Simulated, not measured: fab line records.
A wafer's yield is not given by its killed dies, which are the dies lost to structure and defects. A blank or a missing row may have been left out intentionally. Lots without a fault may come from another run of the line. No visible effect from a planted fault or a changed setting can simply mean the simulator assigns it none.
fab line records	flow nand-harc
[record] lots = 12	wafers = 36	last-day = 33
route steps=1302 shown A_CHANNEL_HOLE_D1@489 A_CHANNEL_FILL_D1@492 A_DECK1_JOINT@530 A_ONON_D2@551 END@1302
lots that met no fault: taken from a fault-free run of the same line
start-h: the number of hours between the record's first day and the start of the first shown wafer of the lot	wait-h: hours since the lot's step before	" repeats the value in the row above	L1.1+2: a row that stands for several wafers	- no value, or no start given	* or withheld: withheld	< > ~ a bound
route shown NAME@n: a module of which the file shows steps, and the number in the route of the first	usual: mean/standard deviation taken from wafers without a fault	same: alike in all rows	chamber/n: place in a boat	sites: the reading at each site	_std_site: standard deviation across them	_edge_site: outer sites' mean less inner sites'	radius-mm: how far each site lies from the wafer's centre	mask NAME#n: copy n	behind: tool/chamber where the wafer was last shaped	hold: why the lot went on hold/how many hours it stayed there/how the hold came to an end	device: transistor that didn't switch, given as n, p or np	end of line: tests run on the same wafers once the route is complete	where a step has no rows: the recipe by itself	killed: dies lost to structure and defects at the first sort, not the wafer's yield	map: a wafer's dies, marking killed ones x, the rest . and places with no die _
set.NAME: the setting as run; set.NAME@STEP: as run at that earlier step	model.NAME: the simulator's own value behind a step, which no gauge read
steps of the route over a sample of lots; a table a step, a row a wafer
services: the hour from which a tool's chamber was out of use, counted from the record's first day as start-h (under 0 if before that day), plus the number of hours and why
[[steps]]
[step NHARC_A_CHANNEL_HOLE_D1_INSPECT_40]
[usual] raw-defect-count = 67/24
lot.wafer	tool	chamber	start-h	wait-h	raw-defect-count
L795.1	defect-inspect-02	-	207.16	-	50
L795.4	"	-	"	"	41
L795.6	"	-	"	"	73
L796.1	defect-inspect-02	-	217.57	-	35
L796.3	"	-	"	"	42
L796.6	"	-	"	"	43
L797.3	defect-inspect-02	-	226.11	-	94
L797.4	"	-	"	"	98
L797.5	"	-	"	"	97
L799.1	defect-inspect-02	-	249.88	-	32
L799.2	"	-	"	"	32
L799.3	"	-	"	"	43
L798.3	defect-inspect-01	-	251.45	-	81
L798.4	"	-	"	"	87
L798.6	"	-	"	"	80
L800.2	defect-inspect-01	-	254.21	-	41
L800.3	"	-	"	"	34
L800.6	"	-	"	"	43
L801.2	defect-inspect-01	-	270.66	-	77
L801.3	"	-	"	"	92
L801.4	"	-	"	"	82
L802.1	defect-inspect-01	-	278.58	-	83
L802.2	"	-	"	"	104
L802.3	"	-	"	"	123
L808.2	defect-inspect-01	-	343.84	-	54
L808.5	"	-	"	"	61
L808.6	"	-	"	"	61
L809.2	defect-inspect-01	-	354.11	-	90
L809.5	"	-	"	"	102
L809.6	"	-	"	"	108
L813.2	defect-inspect-02	-	394.38	-	73
L813.3	"	-	"	"	64
L813.6	"	-	"	"	43
L815.1	defect-inspect-01	-	406.53	-	87
L815.2	"	-	"	"	71
L815.6	"	-	"	"	55
[step NHARC_A_CHANNEL_FILL_D1_ALD_02]
[recipe] target-thk-a = 60	pulse-time-s = 10	ald-cycles = 60	temp-c = 300	material = SiO2
[usual] heater-power-w = 458/30	precursor-pulse-height-rel = 1.002/0.022	susceptor-temp-C = 300.02/0.2
lot.wafer	tool	chamber	start-h	wait-h	heater-power-w	precursor-pulse-height-rel	susceptor-temp-C
L795.1	ald-hk-03	1	207.35	-	465	0.998	299.89
L795.4	"	3	"	"	446	0.951	299.87
L795.6	"	1	"	"	459	0.979	299.84
L796.1	ald-hk-02	2	219.40	-	471	0.981	300.12
L796.3	"	0	"	"	488	1.008	300.28
L796.6	"	3	"	"	440	1.031	299.98
L797.4	ald-hk-02	2	226.38	-	475	1.021	299.82
L797.3	"	0	"	"	495	1.012	299.85
L797.5	"	2	"	"	481	1.007	299.78
L799.2	ald-hk-03	0	250.08	-	506	0.986	300.09
L799.1	"	1	"	"	461	0.997	300.40
L799.3	"	3	"	"	459	1.019	300.08
L798.4	ald-hk-03	1	251.72	-	452	1.007	300.06
L798.3	"	3	"	"	457	1.020	299.78
L798.6	"	0	"	"	509	1.034	299.96
L800.2	ald-hk-02	3	254.47	-	449	0.996	299.98
L800.3	"	1	"	"	451	1.036	299.71
L800.6	"	2	"	"	478	0.997	299.88
L801.3	ald-hk-01	3	270.86	-	421	1.008	300.31
L801.4	"	0	"	"	418	1.004	299.83
L801.2	"	1	"	"	456	0.965	299.78
L802.3	ald-hk-01	3	278.77	-	425	1.009	299.77
L802.1	"	0	"	"	419	0.978	300.27
L802.2	"	1	"	"	462	0.984	299.98
L808.2	ald-hk-01	1	344.04	-	431	1.030	299.83
L808.6	"	1	"	"	441	1.009	299.79
L808.5	"	2	"	"	442	1.023	299.74
L809.2	ald-hk-01	0	354.38	-	398	1.007	300.07
L809.5	"	3	"	"	425	1.005	300.30
L809.6	"	0	"	"	406	1.004	300.25
L813.2	ald-hk-02	2	394.57	-	481	1.007	299.92
L813.3	"	1	"	"	440	1.005	300.21
L813.6	"	3	"	"	442	1.005	299.83
L815.2	ald-hk-01	1	407.60	-	447	1.018	300.12
L815.1	"	2	"	"	444	1.014	300.11
L815.6	"	1	"	"	435	0.965	299.75
[step NHARC_A_DECK1_JOINT_ETCHBACK_00]
[recipe] target-depth-a = 300	time-s = 17.4	hbr-flow-sccm = 150	rf-w = 350	icp-w = 350	bias-w = 60	chemistry = HBr
[usual] drypump-motor-current-A = 5.7/0.46	he-backside-leak-sccm = 2.68/0.28	oes-product-au = 0.997/0.012	throttle-valve-pct = 23.266/0.0086
lot.wafer	tool	chamber	start-h	wait-h	drypump-motor-current-A	he-backside-leak-sccm	oes-product-au	rf-hours-counter-h	throttle-valve-pct
L795.1	rie-si-04	1	270.55	0.1	5.2	2.37	1.004	0.6	23.269
L795.4	"	0	"	"	5.2	2.58	1.001	0.6	23.269
L795.6	"	2	"	"	5.6	2.86	0.979	-	23.271
L796.1	rie-si-04	0	278.51	0.1	5.2	2.48	1.012	0.6	23.246
L796.3	"	3	"	"	5.3	2.38	1.000	0.6	23.274
L796.6	"	1	"	"	5.2	2.57	1.021	-	23.274
L797.4	rie-si-04	3	287.22	0.1	5.3	2.32	0.986	0.7	23.266
L797.3	"	2	"	"	5.6	2.84	0.998	0.6	23.263
L797.5	"	3	"	"	5.4	2.49	0.985	-	23.265
L798.3	rie-si-06	2	312.36	0.1	5.9	2.55	0.987	0.3	23.268
L798.4	"	3	"	"	5.8	2.93	1.003	0.2	23.266
L798.6	"	2	"	"	5.9	2.51	0.974	-	23.270
L799.3	rie-si-04	3	312.37	0.1	5.3	2.20	1.006	0.9	23.262
L799.1	"	0	"	"	5.2	2.60	1.003	0.8	23.261
L799.2	"	1	"	"	5.2	2.50	1.021	0.8	23.265
L800.3	rie-si-05	0	328.81	0.1	6.5	2.49	0.993	0.1	23.265
L800.2	"	2	"	"	6.6	3.05	0.985	0.2	23.271
L800.6	"	0	"	"	6.5	2.55	0.990	-	23.257
L801.2	rie-si-05	1	333.95	0.1	5.8	2.82	0.999	0.2	23.254
L801.3	"	2	"	"	6.6	2.86	0.983	0.2	23.260
L801.4	"	3	"	"	5.9	2.74	0.985	0.2	23.269
L802.3	rie-si-04	0	338.46	0.1	5.2	2.52	1.024	0.9	23.256
L802.1	"	1	"	"	5.2	2.52	1.029	1.0	23.256
L802.2	"	3	"	"	5.4	2.48	1.006	1.0	23.279
L808.2	rie-si-04	0	400.25	0.1	5.2	2.46	0.999	0.3	23.284
L808.5	"	2	"	"	5.6	2.88	1.003	-	23.252
L808.6	"	3	"	"	5.3	2.33	1.006	-	23.260
L809.2	rie-si-06	1	413.96	0.1	5.5	2.69	0.990	0.9	23.263
L809.6	"	2	"	"	5.9	2.49	0.987	-	23.251
L809.5	"	3	"	"	5.8	3.01	1.001	-	23.264
L813.2	rie-si-05	2	458.24	0.1	6.6	3.02	0.979	1.0	23.270
L813.3	"	1	"	"	5.8	2.57	0.987	0.9	23.268
L813.6	"	2	"	"	6.6	2.89	0.982	-	23.259
L815.1	rie-si-05	2	465.64	0.1	6.6	2.85	0.993	1.1	23.266
L815.2	"	3	"	"	5.9	2.88	0.989	1.1	23.255
L815.6	"	1	"	"	5.9	2.80	0.991	-	23.265
[step NHARC_A_ONON_D2_DEP_09]
[recipe] target-thk-a = 10000	n2-flow-sccm = 2750	n2o-flow-sccm = 2000	nh3-flow-sccm = 500	sih4-flow-sccm = 210	temp-c = 400
[usual] n2o-flow-sccm = 2001/5.9	sih4-flow-sccm = 210.0/0.68	susceptor-temp-C = 400.02/0.24
lot.wafer	tool	chamber	start-h	wait-h	n2o-flow-sccm	sih4-flow-sccm	susceptor-temp-C
L795.1	pecvd-onon-02	0	298.81	0.1	1992	210.2	399.84
L795.4	"	0	"	"	1993	210.6	399.73
L795.6	"	0	"	"	1995	210.6	399.88
L796.1	pecvd-onon-02	0	304.60	0.1	2012	209.2	399.82
L796.3	"	0	"	"	1999	209.3	399.93
L796.6	"	0	"	"	2002	208.8	399.93
L797.3	pecvd-onon-01	0	316.17	0.2	2000	210.1	399.91
L797.4	"	0	"	"	2001	210.5	399.83
L797.5	"	0	"	"	2002	209.8	399.90
L799.1	pecvd-onon-04	0	342.14	0.1	2004	211.2	400.10
L799.2	"	0	"	"	1998	210.4	400.03
L799.3	"	0	"	"	1995	209.1	400.26
L798.3	pecvd-onon-02	0	342.27	0.2	1989	211.6	399.81
L798.4	"	0	"	"	1996	210.0	400.23
L798.6	"	0	"	"	1991	211.4	400.17
L800.2	pecvd-onon-02	0	353.71	0.1	1996	210.2	400.19
L800.3	"	0	"	"	2011	211.4	400.04
L800.6	"	0	"	"	1995	209.8	400.20
L801.2	pecvd-onon-02	0	361.42	0.1	2001	209.7	399.71
L801.3	"	0	"	"	2007	210.3	400.12
L801.4	"	0	"	"	2004	209.1	400.15
L802.1	pecvd-onon-01	0	367.99	0.1	2009	210.1	400.52
L802.2	"	0	"	"	2002	209.4	400.33
L802.3	"	0	"	"	2007	209.1	400.20
L808.2	pecvd-onon-02	0	425.03	0.1	1998	209.6	399.92
L808.5	"	0	"	"	1991	209.0	400.25
L808.6	"	0	"	"	1986	209.0	399.95
L809.2	pecvd-onon-02	0	442.90	0.1	1997	209.6	399.84
L809.5	"	0	"	"	1995	209.7	400.08
L809.6	"	0	"	"	1997	208.5	400.22
L813.2	pecvd-onon-01	0	482.14	0.1	2006	210.0	399.50
L813.3	"	0	"	"	2006	210.7	399.58
L813.6	"	0	"	"	1996	210.6	399.81
L815.1	pecvd-onon-04	0	489.48	0.1	2007	209.1	400.29
L815.2	"	0	"	"	2007	209.9	400.19
L815.6	"	0	"	"	2009	209.1	399.92
[step NHARC_A_ONON_D2_THK_MEAS_11]
[recipe] thk-meas-gauge = ellipsometry
[usual] thk-nm = 997/8.2
lot.wafer	tool	chamber	start-h	wait-h	thk-nm
L795.1	film-metro-02	-	299.33	-	1000
L795.4	"	-	"	"	1000
L795.6	"	-	"	"	1000
L796.1	film-metro-02	-	305.12	-	978
L796.3	"	-	"	"	977
L796.6	"	-	"	"	979
L797.3	film-metro-02	-	316.57	-	992
L797.4	"	-	"	"	993
L797.5	"	-	"	"	995
L799.1	film-metro-01	-	342.65	-	1009
L799.2	"	-	"	"	1008
L799.3	"	-	"	"	1011
L798.3	film-metro-01	-	342.67	-	985
L798.4	"	-	"	"	985
L798.6	"	-	"	"	983
L800.2	film-metro-02	-	354.17	-	1006
L800.3	"	-	"	"	1005
L800.6	"	-	"	"	1006
L801.2	film-metro-02	-	361.87	-	994
L801.3	"	-	"	"	994
L801.4	"	-	"	"	994
L802.1	film-metro-02	-	368.50	-	1002
L802.2	"	-	"	"	1000
L802.3	"	-	"	"	1001
L808.2	film-metro-02	-	425.49	-	697
L808.5	"	-	"	"	694
L808.6	"	-	"	"	695
L809.2	film-metro-01	-	443.36	-	704
L809.5	"	-	"	"	703
L809.6	"	-	"	"	705
L813.2	film-metro-01	-	482.59	-	1000
L813.3	"	-	"	"	1001
L813.6	"	-	"	"	1002
L815.1	film-metro-02	-	490.01	-	993
L815.2	"	-	"	"	993
L815.6	"	-	"	"	992
[step NHARC_END_SORT_01]
[recipe] temp-c = 25
[usual] killed-at-array = 46/16	killed-at-other = 0.9/1.3	killed-at-periphery = 4.1/3	killed-dies = 51/17	killed-open = 3.5/1.8	killed-short = 2.5/1.8
[same] gross-dies = 677
lot.wafer	tool	chamber	start-h	wait-h	killed-at-array	killed-at-other	killed-at-periphery	killed-dies	killed-open	killed-short
L808.2	prober-01	0	706.46	2.8	674	0	3	677	4	2
L808.5	prober-01	0	708.88	3.7	669	0	8	677	6	4
L808.6	prober-01	0	709.69	4.0	676	0	1	677	0	6
L809.2	prober-02	0	743.01	2.8	668	6	3	677	5	3
L809.5	prober-02	0	745.44	3.7	670	0	7	677	5	6
L809.6	prober-02	0	746.26	4.1	671	1	5	677	4	5
// killed by level:class
L808.2 A_ONON_D2:area-dep=628 A_CHANNEL_HOLE_D2:chamber-film-flake=18 A_CHANNEL_HOLE_D1:chamber-film-flake=10 A_SLIT:chamber-film-flake=5 P_ZERO_WELL:chamber-film-flake=2 A_CHANNEL_FILL_D2:chamber-film-flake=2 A_SGD_CUT:chamber-film-flake=2 A_CONTACT:chamber-film-flake=2
L808.5 A_ONON_D2:area-dep=631 A_CHANNEL_HOLE_D2:chamber-film-flake=19 P_GATE:chamber-film-flake=6 A_CHANNEL_HOLE_D1:chamber-film-flake=3 A_SLIT:chamber-film-flake=3 A_WL_FILL:geometric-particle:short=2 P_GATE:geometric-particle:open=1 A_ONON_D1:geometric-particle:short=1
L808.6 A_ONON_D2:area-dep=640 A_CHANNEL_HOLE_D2:chamber-film-flake=17 A_CHANNEL_HOLE_D1:chamber-film-flake=8 A_STAIRCASE:chamber-film-flake=3 A_WL_FILL:geometric-particle:short=2 A_CONTACT:chamber-film-flake=2 P_GATE:geometric-particle:short=1 A_ONON_D1:geometric-particle:short=1
L809.2 A_ONON_D2:area-dep=601 A_CHANNEL_HOLE_D1:chamber-film-flake=32 A_SLIT:chamber-film-flake=12 A_CHANNEL_HOLE_D2:chamber-film-flake=11 A_CONTACT:chamber-film-flake=5 A_WL_FILL:chamber-film-flake=3 THIN_TSV:chamber-film-flake=3 A_M1:geometric-particle:short=2
L809.5 A_ONON_D2:area-dep=582 A_CHANNEL_HOLE_D2:chamber-film-flake=30 A_CHANNEL_HOLE_D1:chamber-film-flake=29 A_SLIT:chamber-film-flake=16 P_GATE:chamber-film-flake=3 A_CONTACT:chamber-film-flake=3 P_M0:geometric-particle:short=2 A_BONDPAD:chamber-film-flake=2
L809.6 A_ONON_D2:area-dep=585 A_SLIT:chamber-film-flake=32 A_CHANNEL_HOLE_D1:chamber-film-flake=25 A_CHANNEL_HOLE_D2:chamber-film-flake=13 A_CONTACT:chamber-film-flake=5 A_M1:geometric-particle:short=2 P_GATE:chamber-film-flake=2 A_WL_FILL:chamber-film-flake=2
[[services]]
tool	chamber	start-h	hours	kind
pecvd-onon-02	-	185.00	13.0	pm
rie-si-05	3	193.24	8.3	repair
rie-si-05	1	195.67	8.1	repair
ald-hk-03	-	213.63	10.0	pm
rie-si-05	0	225.92	9.0	repair
rie-si-06	-	249.00	9.0	pm
rie-si-04	2	255.06	5.7	repair
pecvd-onon-01	-	269.33	13.0	pm
ald-hk-01	-	297.16	10.0	pm
rie-si-05	-	305.00	9.0	pm
pecvd-onon-04	-	311.29	13.0	pm
rie-si-06	1	332.07	2.9	repair
rie-si-04	-	342.00	9.0	pm
rie-si-06	2	357.21	2.7	repair
pecvd-onon-02	-	366.00	13.0	pm
rie-si-05	1	366.29	8.3	repair
rie-si-06	1	367.86	8.9	repair
rie-si-04	-	398.15	1.2	repair
rie-si-06	-	426.00	9.0	pm
pecvd-onon-01	-	450.42	13.0	pm
ald-hk-03	-	458.51	0.9	repair
rie-si-04	2	459.69	12.7	repair
ald-hk-01	-	475.16	10.0	pm
rie-si-05	-	482.00	9.0	pm
[[key]]
[first-sign] step = NHARC_A_ONON_D2_THK_MEAS_11	reading = thk-nm	direction = down	sigmas = 36	usual = 997	struck = 700
[effect] step = NHARC_END_SORT_01	reading = killed-at-array	direction = up	sigmas = 38	usual = 46	struck = 671
[more-kills-born-at] NHARC_A_ONON_D2_DEP_09@pecvd-onon-02 = 3667
met-at NHARC_A_ONON_D2_DEP_09
struck-lots L808,L809
struck-wafers L808.2,L808.5,L808.6,L809.2,L809.5,L809.6
later-rows-left-out L808.2,L808.5,L808.6,L809.2,L809.5,L809.6
tester-left-out L808,L809
not-acting-at NHARC_A_CHANNEL_HOLE_D1_INSPECT_40,NHARC_A_CHANNEL_FILL_D1_ALD_02,NHARC_A_DECK1_JOINT_ETCHBACK_00
onset-between 361.42 425.03
[fault] kind = process-parameter-drift	tool = pecvd-onon-02	chamber = 0	onset-h = 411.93	steps = NHARC_A_ONON_D2_DEP_09	channel = target-thk-a	offset = *	shape = step	end-h = 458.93	acts-in = *	stated = *
// tester-left-out: of these lots the tester's yield and bins aren't shown, on N5 and GAA mostly nor the transistor test; their killed dies are dies lost to structure and defects alone, not to doping, threshold or leakage, so they don't give the yield
// later-rows-left-out: the simulator's readings of these wafers behind a module that went badly wrong aren't trusted and aren't shown, but for the sort
